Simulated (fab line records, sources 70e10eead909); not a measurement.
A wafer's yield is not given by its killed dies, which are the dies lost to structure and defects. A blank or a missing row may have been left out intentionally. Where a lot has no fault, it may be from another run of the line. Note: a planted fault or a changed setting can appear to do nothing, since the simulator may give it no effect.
fab line records + flow nand_harc
record
- lots=12
- wafers=36
- last_day=33
route steps=1302 shown A_CONTACT@1103 A_BLC@1123 END@1302
lots untouched by any fault: they come from a run of this same line in which no faults occurred
start_h: hours from the record's first day to the start of the lot's first wafer shown + wait_h: time in hours since the lot's previous step + " identical to the entry in the row above + L1.1+2: a row that stands for several wafers + - no value present, or no start provided + * or withheld: withheld + < > ~ a bound
route shown NAME@n: names a module that has steps shown in the file, with the first one's number in the route + usual: the fault-free wafers' mean and standard deviation + same: alike in all rows + chamber/n: place in a boat + sites: the reading at each site + _std_site: the values' standard deviation + _edge_site: the outer-site mean with the inner-site mean subtracted + radius_mm: for every site, how far away it sits from the centre of the wafer + mask NAME#n: copy n + behind: tool/chamber where the wafer was last shaped + hold: why the lot was held/for how many hours/how that ended + device: transistor that didn't switch, given as n, p or np + end of line: tests of these same wafers at the route's end + a step without rows: its recipe alone + killed: count of dies lost to structure and defects at first sort (not the wafer's yield) + map: per-die view of a wafer (x killed, . not killed, _ where there is no die)
set.NAME: the setting the step ran with; set.NAME@STEP: the setting that earlier step ran with + model.NAME: the simulator's own value behind a step, which no gauge read
route steps across a sampled set of lots; one table per step, one row per wafer
services: the hour from which a tool's chamber was out of use, counted from the record's first day as start_h (under 0 if before that day), plus the number of hours and why
## steps
# step NHARC_A_CONTACT_CMP_20
# recipe
- t_overpolish_s=30
- target_thk_nm=300
# usual
- motor_current_A=11.8/0.72
- overpolish_run_s=30.000/0.0084
- time_to_endpoint_s=60.1/2.9
# same
- t_overpolish_s=30
| lot.wafer | tool   | chamber | start_h | wait_h | motor_current_A | overpolish_run_s | time_to_endpoint_s |
|-----------|--------|---------|---------|--------|-----------------|------------------|--------------------|
| L160.1    | cmp-02 | 0       | 519.99  | 0.8    | 12.5            | 30.004           | 59.0               |
| L160.3    | "      | 2       | "       | "      | 13.1            | 29.989           | 63.2               |
| L160.6    | "      | 0       | "       | "      | 12.7            | 29.994           | 58.1               |
| L159.3    | cmp-04 | 3       | 528.75  | 0.5    | 12.4            | 30.000           | 60.9               |
| L159.4    | "      | 1       | "       | "      | 12.4            | 30.004           | 61.8               |
| L159.6    | "      | 3       | "       | "      | 12.3            | 29.998           | 61.2               |
| L161.4    | cmp-04 | 2       | 542.67  | 0.5    | 11.3            | 29.996           | 54.6               |
| L161.3    | "      | 3       | "       | "      | 11.8            | 30.000           | 62.2               |
| L161.6    | "      | 2       | "       | "      | 11.6            | 29.982           | 56.8               |
| L163.3    | cmp-04 | 2       | 549.60  | 0.5    | 11.9            | 30.002           | 54.0               |
| L163.2    | "      | 0       | "       | "      | 11.7            | 30.003           | 61.2               |
| L163.6    | "      | 1       | "       | "      | 11.6            | 29.999           | 57.8               |
| L165.3    | cmp-02 | 3       | 588.19  | 0.5    | 11.8            | 29.998           | 61.7               |
| L165.6    | "      | 3       | "       | "      | 12.2            | 29.989           | 62.3               |
| L165.5    | "      | 0       | "       | "      | 12.5            | 29.995           | 65.6               |
| L164.4    | cmp-04 | 3       | 601.37  | 0.5    | 12.5            | 29.993           | 63.0               |
| L164.1    | "      | 0       | "       | "      | 11.4            | 29.993           | 63.0               |
| L164.2    | "      | 1       | "       | "      | 12.5            | 29.992           | 58.4               |
| L168.3    | cmp-04 | 2       | 612.95  | 0.5    | 11.7            | 30.003           | 54.2               |
| L168.5    | "      | 2       | "       | "      | 11.0            | 30.011           | 53.6               |
| L168.6    | "      | 3       | "       | "      | 12.7            | 29.991           | 64.0               |
| L175.3    | cmp-03 | 3       | 668.71  | 0.5    | 11.5            | 29.999           | 55.2               |
| L175.1    | "      | 1       | "       | "      | 12.1            | 30.004           | 59.6               |
| L175.5    | "      | 3       | "       | "      | 11.9            | 30.000           | 58.7               |
| L176.4    | cmp-03 | 3       | 694.94  | 0.5    | 12.2            | 29.995           | 57.8               |
| L176.3    | "      | 1       | "       | "      | 12.6            | 30.016           | 58.9               |
| L176.6    | "      | 3       | "       | "      | 10.9            | 30.001           | 55.8               |
| L177.3    | cmp-03 | 2       | 707.69  | 0.5    | 11.8            | 29.981           | 59.9               |
| L177.4    | "      | 3       | "       | "      | 12.6            | 30.004           | 58.3               |
| L177.5    | "      | 2       | "       | "      | 12.8            | 30.007           | 58.7               |
| L181.4    | cmp-03 | 2       | 741.28  | 0.4    | 12.5            | 30.005           | 60.0               |
| L181.3    | "      | 3       | "       | "      | 12.2            | 29.984           | 61.1               |
| L181.5    | "      | 1       | "       | "      | 12.7            | 29.995           | 63.4               |
| L179.4    | cmp-04 | 3       | 743.41  | 0.6    | 12.4            | 30.017           | 64.7               |
| L179.5    | "      | 1       | "       | "      | 12.8            | 29.990           | 62.3               |
| L179.6    | "      | 2       | "       | "      | 11.0            | 29.990           | 60.1               |
# step NHARC_A_BLC_ETCH_18
# recipe
- target_depth_a=9100
- c4f8_flow_sccm=20
- o2_flow_sccm=10
- ar_flow_sccm=withheld
- rf_w=600
- bias_w=1500
- chemistry=C4F8/O2/Ar
# usual
- oes_product_au=0.945/0.024
- rf_vpp_V=981/5.6
| lot.wafer | tool        | chamber | start_h | wait_h | oes_product_au | rf_hours_counter_h | rf_vpp_V |
|-----------|-------------|---------|---------|--------|----------------|--------------------|----------|
| L160.3    | rie_diel-06 | 0       | -       | -      | 0.933          | 3                  | 974      |
| L160.1    | "           | 1       | "       | "      | 0.921          | 3                  | 986      |
| L160.6    | "           | 3       | "       | "      | 0.934          | -                  | 985      |
| L159.3    | rie_diel-12 | 1       | -       | -      | 0.932          | 29                 | 969      |
| L159.4    | "           | 2       | "       | "      | 0.916          | 27                 | 980      |
| L159.6    | "           | 3       | "       | "      | 0.922          | -                  | 978      |
| L161.3    | rie_diel-06 | 3       | -       | -      | 0.929          | 5                  | 985      |
| L161.4    | "           | 0       | "       | "      | 0.916          | 6                  | 973      |
| L161.6    | "           | 1       | "       | "      | 0.904          | -                  | 986      |
| L163.2    | rie_diel-04 | 1       | -       | -      | 0.955          | 1                  | 986      |
| L163.3    | "           | 0       | "       | "      | 0.958          | 1                  | 987      |
| L163.6    | "           | 1       | "       | "      | 0.970          | -                  | 984      |
| L165.3    | rie_diel-04 | 3       | -       | -      | 0.931          | 3                  | 977      |
| L165.5    | "           | 2       | "       | "      | 0.940          | -                  | 986      |
| L165.6    | "           | 3       | "       | "      | 0.932          | -                  | 975      |
| L164.4    | rie_diel-06 | 1       | -       | -      | 0.929          | 11                 | 986      |
| L164.2    | "           | 3       | "       | "      | 0.933          | 10                 | 985      |
| L164.1    | "           | 0       | "       | "      | 0.939          | 11                 | 972      |
| L168.3    | rie_diel-06 | 2       | -       | -      | 0.952          | 12                 | 985      |
| L168.5    | "           | 0       | "       | "      | 0.946          | -                  | 974      |
| L168.6    | "           | 1       | "       | "      | 0.940          | -                  | 984      |
| L175.3    | rie_diel-04 | 2       | -       | -      | 0.919          | 9                  | 984      |
| L175.1    | "           | 3       | "       | "      | 0.934          | 9                  | 975      |
| L175.5    | "           | 3       | "       | "      | 0.921          | -                  | 975      |
| L176.4    | rie_diel-06 | 1       | -       | -      | 0.917          | 3                  | 986      |
| L176.3    | "           | 3       | "       | "      | 0.929          | 2                  | 984      |
| L176.6    | "           | 2       | "       | "      | 0.941          | -                  | 984      |
| L177.3    | rie_diel-12 | 1       | 709.42  | -      | 0.998          | 23                 | 988      |
| L177.4    | "           | 3       | "       | "      | 0.998          | 25                 | 976      |
| L177.5    | "           | 1       | "       | "      | 0.982          | -                  | 990      |
| L181.4    | rie_diel-06 | 2       | -       | -      | 0.976          | 7                  | 985      |
| L181.3    | "           | 3       | "       | "      | 0.976          | 6                  | 985      |
| L181.5    | "           | 0       | "       | "      | 0.980          | -                  | 972      |
| L179.4    | rie_diel-06 | 2       | -       | -      | 0.939          | 7                  | 985      |
| L179.5    | "           | 1       | "       | "      | 0.923          | -                  | 983      |
| L179.6    | "           | 2       | "       | "      | 0.927          | -                  | 986      |
# step NHARC_A_BLC_STRIP_21
# recipe
- o2_flow_sccm=500
- ar_flow_sccm=0
- bias_w=0
- chemistry=O2
# usual
- bias_w=0/0
- chamber_pressure_mTorr=59.99/0.08
- drypump_motor_current_A=5.8/0.41
- o2_flow_sccm=500.0/1.4
- oes_product_au=1.002/0.0093
- rf_vpp_V=57.9/0.96
- showerhead_plenum_p_Torr=3.61/0.14
- throttle_valve_pct=17.036/0.0086
| lot.wafer | tool        | chamber | start_h | wait_h | bias_w | chamber_pressure_mTorr | drypump_motor_current_A | o2_flow_sccm | oes_product_au | rf_hours_counter_h | rf_vpp_V | showerhead_plenum_p_Torr | throttle_valve_pct |
|-----------|-------------|---------|---------|--------|--------|------------------------|-------------------------|--------------|----------------|--------------------|----------|--------------------------|--------------------|
| L160.1    | rie_diel-06 | 1       | 522.08  | 0.1    | 0      | 60.03                  | 5.8                     | 498.5        | 0.994          | 3                  | 58.0     | 3.71                     | 17.032             |
| L160.3    | "           | 3       | "       | "      | 0      | 60.03                  | 5.3                     | 499.3        | 1.006          | 3                  | 58.1     | 3.70                     | 17.039             |
| L160.6    | "           | 1       | "       | "      | 0      | 59.94                  | 5.8                     | 501.4        | 0.995          | -                  | 57.3     | 3.71                     | 17.028             |
| L159.4    | rie_diel-06 | 2       | 534.70  | 0.1    | 0      | 59.92                  | 6.2                     | 500.0        | 1.007          | 5                  | 58.5     | 3.69                     | 17.011             |
| L159.3    | "           | 1       | "       | "      | 0      | 60.00                  | 5.8                     | 502.1        | 0.993          | 6                  | 59.1     | 3.71                     | 17.046             |
| L159.6    | "           | 3       | "       | "      | 0      | 60.13                  | 5.3                     | 501.7        | 1.010          | -                  | 58.0     | 3.69                     | 17.028             |
| L161.3    | rie_diel-06 | 2       | 544.90  | 0.1    | 0      | 59.94                  | 6.1                     | 497.1        | 1.004          | 6                  | 59.7     | 3.69                     | 17.057             |
| L161.4    | "           | 0       | "       | "      | 0      | 59.94                  | 6.5                     | 501.5        | 0.996          | 6                  | 57.7     | 3.39                     | 17.033             |
| L161.6    | "           | 2       | "       | "      | 0      | 60.03                  | 6.2                     | 497.2        | 1.002          | -                  | 58.9     | 3.69                     | 17.037             |
| L163.3    | rie_diel-06 | 0       | 551.84  | 0.1    | -      | -                      | -                       | -            | -              | -                  | -        | -                        | -                  |
| L163.2    | "           | 3       | "       | "      | -      | -                      | -                       | -            | -              | -                  | -        | -                        | -                  |
| L163.6    | "           | 1       | "       | "      | -      | -                      | -                       | -            | -              | -                  | -        | -                        | -                  |
| L165.3    | rie_diel-04 | 3       | 591.10  | 0.1    | -      | -                      | -                       | -            | -              | -                  | -        | -                        | -                  |
| L165.6    | "           | 2       | "       | "      | -      | -                      | -                       | -            | -              | -                  | -        | -                        | -                  |
| L165.5    | "           | 0       | "       | "      | -      | -                      | -                       | -            | -              | -                  | -        | -                        | -                  |
| L164.1    | rie_diel-04 | 2       | 603.48  | 0.1    | -      | -                      | -                       | -            | -              | -                  | -        | -                        | -                  |
| L164.2    | "           | 3       | "       | "      | -      | -                      | -                       | -            | -              | -                  | -        | -                        | -                  |
| L164.4    | "           | 3       | "       | "      | -      | -                      | -                       | -            | -              | -                  | -        | -                        | -                  |
| L168.3    | rie_diel-12 | 0       | 615.53  | 0.1    | 0      | 60.01                  | 5.6                     | 499.7        | 1.014          | 44                 | 57.9     | 3.31                     | 17.038             |
| L168.6    | "           | 2       | "       | "      | 0      | 59.91                  | 6.0                     | 501.7        | 0.988          | -                  | 58.4     | 3.61                     | 17.040             |
| L168.5    | "           | 3       | "       | "      | 0      | 60.07                  | 5.9                     | 501.1        | 0.988          | -                  | 57.5     | 3.50                     | 17.039             |
| L175.1    | rie_diel-06 | 3       | 670.97  | 0.1    | 0      | 59.91                  | 5.3                     | 501.7        | 1.008          | 0                  | 56.7     | 3.69                     | 17.032             |
| L175.3    | "           | 0       | "       | "      | 0      | 60.03                  | 6.5                     | 503.7        | 1.016          | 0                  | 58.2     | 3.39                     | 17.029             |
| L175.5    | "           | 2       | "       | "      | 0      | 60.04                  | 6.1                     | 498.2        | 1.019          | -                  | 58.4     | 3.69                     | 17.026             |
| L176.4    | rie_diel-06 | 2       | 697.19  | 0.1    | 0      | 59.94                  | 6.1                     | 498.1        | 1.005          | 3                  | 59.8     | 3.69                     | 17.024             |
| L176.3    | "           | 0       | "       | "      | 0      | 59.93                  | 6.5                     | 499.7        | 1.010          | 2                  | 56.7     | 3.39                     | 17.041             |
| L176.6    | "           | 2       | "       | "      | 0      | 59.33                  | 6.1                     | 499.9        | 1.004          | -                  | 58.9     | 3.69                     | 17.035             |
| L177.4    | rie_diel-06 | 1       | 709.93  | 0.1    | 0      | 59.94                  | 5.8                     | 499.4        | 0.993          | 4                  | 57.3     | 3.70                     | 17.025             |
| L177.3    | "           | 3       | "       | "      | 0      | 59.92                  | 5.3                     | 499.5        | 0.997          | 4                  | 57.6     | 3.69                     | 17.044             |
| L177.5    | "           | 2       | "       | "      | 0      | 59.97                  | 6.2                     | 499.7        | 1.004          | -                  | 58.0     | 3.69                     | 17.049             |
| L181.3    | rie_diel-04 | 2       | 743.36  | 0.1    | 0      | 59.96                  | 5.4                     | 500.2        | 1.012          | 1                  | 56.5     | 3.72                     | 17.030             |
| L181.4    | "           | 1       | "       | "      | 0      | 60.04                  | 6.2                     | 499.9        | 1.000          | 1                  | 57.3     | 3.68                     | 17.036             |
| L181.5    | "           | 3       | "       | "      | 0      | 59.90                  | 6.1                     | 501.2        | 1.027          | -                  | 57.4     | 3.47                     | 17.034             |
| L179.4    | rie_diel-04 | 2       | 745.48  | 0.1    | 0      | 59.94                  | 5.4                     | 500.7        | 1.017          | 1                  | 59.0     | 3.72                     | 17.035             |
| L179.5    | "           | 2       | "       | "      | 0      | 60.00                  | 5.4                     | 500.7        | 1.021          | -                  | 57.9     | 3.72                     | 17.037             |
| L179.6    | "           | 3       | "       | "      | 0      | 60.02                  | 6.1                     | 499.3        | 1.021          | -                  | 58.7     | 3.47                     | 17.030             |
# step NHARC_A_BLC_CMP_25
# recipe
- t_overpolish_s=30
- target_thk_nm=150
# usual
- motor_current_A=11.8/0.96
- overpolish_run_s=30.001/0.0089
- time_to_endpoint_s=29.7/2.8
# same
- t_overpolish_s=30
| lot.wafer | tool   | chamber | start_h | wait_h | motor_current_A | overpolish_run_s | time_to_endpoint_s |
|-----------|--------|---------|---------|--------|-----------------|------------------|--------------------|
| L160.1    | cmp-04 | 1       | 523.54  | 0.5    | 11.8            | 30.008           | 31.3               |
| L160.3    | "      | 2       | "       | "      | 11.6            | 29.991           | 26.4               |
| L160.6    | "      | 0       | "       | "      | 11.6            | 29.998           | 31.9               |
| L159.3    | cmp-01 | 3       | 536.09  | 0.2    | 13.3            | 30.003           | 26.5               |
| L159.4    | "      | 0       | "       | "      | 11.2            | 30.014           | 31.3               |
| L159.6    | "      | 0       | "       | "      | 11.4            | 30.006           | 32.1               |
| L161.3    | cmp-01 | 3       | 546.33  | 0.2    | 13.0            | 30.011           | 29.3               |
| L161.4    | "      | 1       | "       | "      | 10.8            | 29.991           | 32.7               |
| L161.6    | "      | 3       | "       | "      | 13.1            | 30.001           | 28.3               |
| L163.3    | cmp-02 | 3       | 553.29  | 0.4    | 11.8            | 29.997           | 26.4               |
| L163.2    | "      | 0       | "       | "      | 12.1            | 29.999           | 31.2               |
| L163.6    | "      | 2       | "       | "      | 12.0            | 30.001           | 31.2               |
| L165.3    | cmp-02 | 2       | 592.53  | 0.3    | 12.5            | 30.003           | 36.2               |
| L165.5    | "      | 2       | "       | "      | 12.5            | 30.003           | 33.6               |
| L165.6    | "      | 3       | "       | "      | 11.1            | 30.010           | 31.0               |
| L164.1    | cmp-01 | 1       | 604.89  | 0.5    | 10.7            | 29.999           | 32.6               |
| L164.4    | "      | 2       | "       | "      | 12.5            | 30.012           | 29.8               |
| L164.2    | "      | 3       | "       | "      | 12.9            | 29.995           | 27.3               |
| L168.3    | cmp-01 | 1       | 617.00  | 0.4    | 11.4            | 30.008           | 29.0               |
| L168.6    | "      | 3       | "       | "      | 13.3            | 29.993           | 27.0               |
| L168.5    | "      | 0       | "       | "      | 10.8            | 29.999           | 32.6               |
| L175.3    | cmp-02 | 0       | 672.35  | 0.2    | 13.1            | 29.986           | 27.1               |
| L175.1    | "      | 2       | "       | "      | 13.1            | 29.991           | 31.9               |
| L175.5    | "      | 0       | "       | "      | 12.7            | 30.010           | 27.0               |
| L176.3    | cmp-02 | 3       | 698.60  | 0.2    | 11.9            | 30.023           | 29.1               |
| L176.4    | "      | 0       | "       | "      | 12.6            | 30.007           | 28.3               |
| L176.6    | "      | 0       | "       | "      | 13.1            | 29.992           | 27.2               |
| L177.3    | cmp-04 | 0       | 711.35  | 0.3    | 11.5            | 30.004           | 32.1               |
| L177.4    | "      | 1       | "       | "      | 11.9            | 30.003           | 29.7               |
| L177.5    | "      | 3       | "       | "      | 11.9            | 29.995           | 31.9               |
| L181.3    | cmp-02 | 2       | 744.81  | 0.3    | 12.1            | 30.005           | 30.4               |
| L181.4    | "      | 3       | "       | "      | 11.8            | 30.005           | 27.8               |
| L181.5    | "      | 0       | "       | "      | 12.8            | 29.996           | 32.8               |
| L179.4    | cmp-04 | 1       | 747.31  | 0.4    | 12.3            | 30.010           | 31.4               |
| L179.5    | "      | 1       | "       | "      | 12.0            | 30.001           | 30.4               |
| L179.6    | "      | 2       | "       | "      | 11.0            | 29.980           | 22.2               |
# step NHARC_END_SORT_01
# recipe
- temp_c=25
# usual
- killed_at_array=52/18
- killed_at_other=1.2/1.5
- killed_at_periphery=4/3.2
- killed_dies=57/17
- killed_open=3.1/1.9
- killed_short=2.5/1.7
# same
- gross_dies=677
| lot.wafer | tool      | chamber | start_h | wait_h | killed_at_array | killed_at_other | killed_at_periphery | killed_dies | killed_open | killed_short |
|-----------|-----------|---------|---------|--------|-----------------|-----------------|---------------------|-------------|-------------|--------------|
| L163.2    | prober-01 | 0       | 596.74  | 2.8    | 675             | 0               | 2                   | 677         | 5           | 0            |
| L163.3    | prober-01 | 0       | 597.55  | 3.1    | 676             | 0               | 1                   | 677         | 0           | 0            |
| L163.6    | prober-01 | 0       | 599.98  | 4.0    | 673             | 0               | 4                   | 677         | 2           | 6            |
| L165.3    | prober-02 | 0       | 634.81  | 3.1    | 675             | 1               | 1                   | 677         | 0           | 0            |
| L165.5    | prober-02 | 0       | 636.43  | 3.7    | 672             | 1               | 4                   | 677         | 4           | 7            |
| L165.6    | prober-02 | 0       | 637.24  | 4.0    | 667             | 1               | 9                   | 677         | 5           | 1            |
| L164.1    | prober-01 | 0       | 647.34  | 2.5    | 675             | 0               | 2                   | 677         | 1           | 1            |
| L164.2    | prober-01 | 0       | 648.16  | 2.8    | 672             | 1               | 4                   | 677         | 4           | 2            |
| L164.4    | prober-01 | 0       | 649.79  | 3.4    | 676             | 0               | 1                   | 677         | 2           | 1            |
# killed by level:class
L163.2 A_BLC:area_strip=628 A_CHANNEL_HOLE_D1:chamber_film_flake=20 A_CHANNEL_HOLE_D2:chamber_film_flake=16 A_CONTACT:chamber_film_flake=4 A_ONON_D1:geometric_particle:open=1 A_CHANNEL_FILL_D2:geometric_particle:open=1 A_WL_FILL:geometric_particle:open=1 A_CONTACT:geometric_particle:open=1
L163.3 A_BLC:area_strip=618 A_CHANNEL_HOLE_D2:chamber_film_flake=36 A_CHANNEL_HOLE_D1:chamber_film_flake=15 A_ZERO_WELL:chamber_film_flake=3 P_CONTACT:chamber_film_flake=1 A_SLIT:chamber_film_flake=1 A_CHANNEL_FILL_D1:chamber_film_flake=1 A_STAIRCASE:chamber_film_flake=1
L163.6 A_BLC:area_strip=635 A_CHANNEL_HOLE_D2:chamber_film_flake=14 A_CHANNEL_HOLE_D1:chamber_film_flake=13 A_CHANNEL_FILL_D1:geometric_particle:short=2 A_STAIRCASE:chamber_film_flake=2 A_CONTACT:chamber_film_flake=2 P_CONTACT:geometric_particle:short=1 P_M0:geometric_particle:open=1
L165.3 A_BLC:area_strip=617 A_SLIT:chamber_film_flake=31 A_CHANNEL_HOLE_D2:chamber_film_flake=8 A_M0:chamber_film_flake=5 A_STAIRCASE:chamber_film_flake=4 A_CHANNEL_HOLE_D1:chamber_film_flake=3 A_WL_FILL:chamber_film_flake=3 A_CONTACT:chamber_film_flake=2
L165.5 A_BLC:area_strip=613 A_SLIT:chamber_film_flake=27 A_CHANNEL_HOLE_D2:chamber_film_flake=8 A_CONTACT:chamber_film_flake=4 A_STAIRCASE:chamber_film_flake=4 A_WL_FILL:chamber_film_flake=3 A_ONON_D2:geometric_particle:short=2 A_M0:geometric_particle:short=2
L165.6 A_BLC:area_strip=609 A_SLIT:chamber_film_flake=26 A_CHANNEL_HOLE_D2:chamber_film_flake=12 A_CONTACT:chamber_film_flake=5 A_M0:chamber_film_flake=4 P_M1:chamber_film_flake=4 A_WL_FILL:chamber_film_flake=4 A_STAIRCASE:chamber_film_flake=3
L164.1 A_BLC:area_strip=608 A_CHANNEL_HOLE_D1:chamber_film_flake=31 A_SLIT:chamber_film_flake=20 A_CHANNEL_HOLE_D2:chamber_film_flake=10 A_CONTACT:chamber_film_flake=3 P_CONTACT:geometric_particle:open=1 A_CHANNEL_FILL_D2:geometric_particle:short=1 P_ZERO_WELL:chamber_film_flake=1
L164.2 A_BLC:area_strip=601 A_SLIT:chamber_film_flake=36 A_CHANNEL_HOLE_D1:chamber_film_flake=20 A_CHANNEL_HOLE_D2:chamber_film_flake=10 A_STAIRCASE:chamber_film_flake=2 A_CONTACT:chamber_film_flake=2 P_GATE:geometric_particle:open=1 P_CONTACT:geometric_particle:open=1
L164.4 A_BLC:area_strip=618 A_SLIT:chamber_film_flake=27 A_CHANNEL_HOLE_D1:chamber_film_flake=16 A_CHANNEL_HOLE_D2:chamber_film_flake=8 A_STAIRCASE:chamber_film_flake=2 A_CONTACT:chamber_film_flake=2 P_GATE:geometric_particle:open=1 A_ONON_D1:geometric_particle:open=1
## services
| tool        | chamber | start_h | hours | kind   |
|-------------|---------|---------|-------|--------|
| rie_diel-06 | 1       | 498.65  | 4.1   | repair |
| rie_diel-04 | 2       | 499.89  | 12.8  | repair |
| rie_diel-04 | 3       | 500.92  | 15.8  | repair |
| rie_diel-04 | -       | 501.60  | 0.7   | repair |
| cmp-04      | -       | 503.60  | 4.0   | pm     |
| cmp-04      | -       | 518.14  | 4.0   | repair |
| cmp-02      | -       | 526.50  | 4.0   | pm     |
| rie_diel-04 | -       | 531.90  | 9.0   | pm     |
| cmp-04      | -       | 569.36  | 2.3   | repair |
| rie_diel-04 | 1       | 584.49  | 7.1   | repair |
| cmp-04      | -       | 594.63  | 3.8   | repair |
| cmp-04      | -       | 601.60  | 4.0   | pm     |
| cmp-02      | -       | 602.03  | 0.9   | repair |
| rie_diel-04 | 0       | 603.18  | 10.1  | repair |
| cmp-02      | -       | 624.50  | 4.0   | pm     |
| cmp-02      | -       | 645.21  | 0.5   | repair |
| rie_diel-06 | 3       | 648.63  | 3.7   | repair |
| cmp-02      | -       | 659.95  | 1.8   | repair |
| rie_diel-06 | -       | 661.23  | 9.0   | pm     |
| cmp-04      | -       | 665.45  | 1.8   | repair |
| rie_diel-04 | -       | 695.62  | 0.9   | repair |
| cmp-04      | -       | 699.60  | 4.0   | pm     |
| rie_diel-04 | -       | 708.90  | 9.0   | pm     |
| cmp-02      | -       | 722.50  | 4.0   | pm     |
## key
first_sign
- step=NHARC_A_BLC_STRIP_21
- reading=tool_record
- direction=missing
effect
- step=NHARC_END_SORT_01
- reading=killed_dies
- direction=up
- sigmas=36
- usual=57
- struck=677
more_kills_born_at
- NHARC_A_BLC_STRIP_21@rie_diel-04=3665
- NHARC_A_BLC_STRIP_21@rie_diel-06=1881
met_at NHARC_A_BLC_STRIP_21
struck_lots L163,L164,L165
later_rows_left_out L163.2,L163.3,L163.6,L164.1,L164.2,L164.4,L165.3,L165.5,L165.6
tester_left_out L163,L164,L165
not_acting_at NHARC_A_CONTACT_CMP_20,NHARC_A_BLC_ETCH_18,NHARC_A_BLC_CMP_25
onset_between 544.90 551.84
fault
- kind=skipped_step_whole
- tool=rie_diel-04,rie_diel-06
- chamber=-
- onset_h=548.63
- steps=NHARC_A_BLC_STRIP_21
- scope=struck_lots_only
# tester_left_out: of these lots the tester's yield and bins aren't shown, on N5 and GAA mostly nor the transistor test; their killed dies are dies lost to structure and defects alone, not to doping, threshold or leakage, so they don't give the yield
# later_rows_left_out: the simulator's readings of these wafers behind a module that went badly wrong aren't trusted and aren't shown, but for the sort
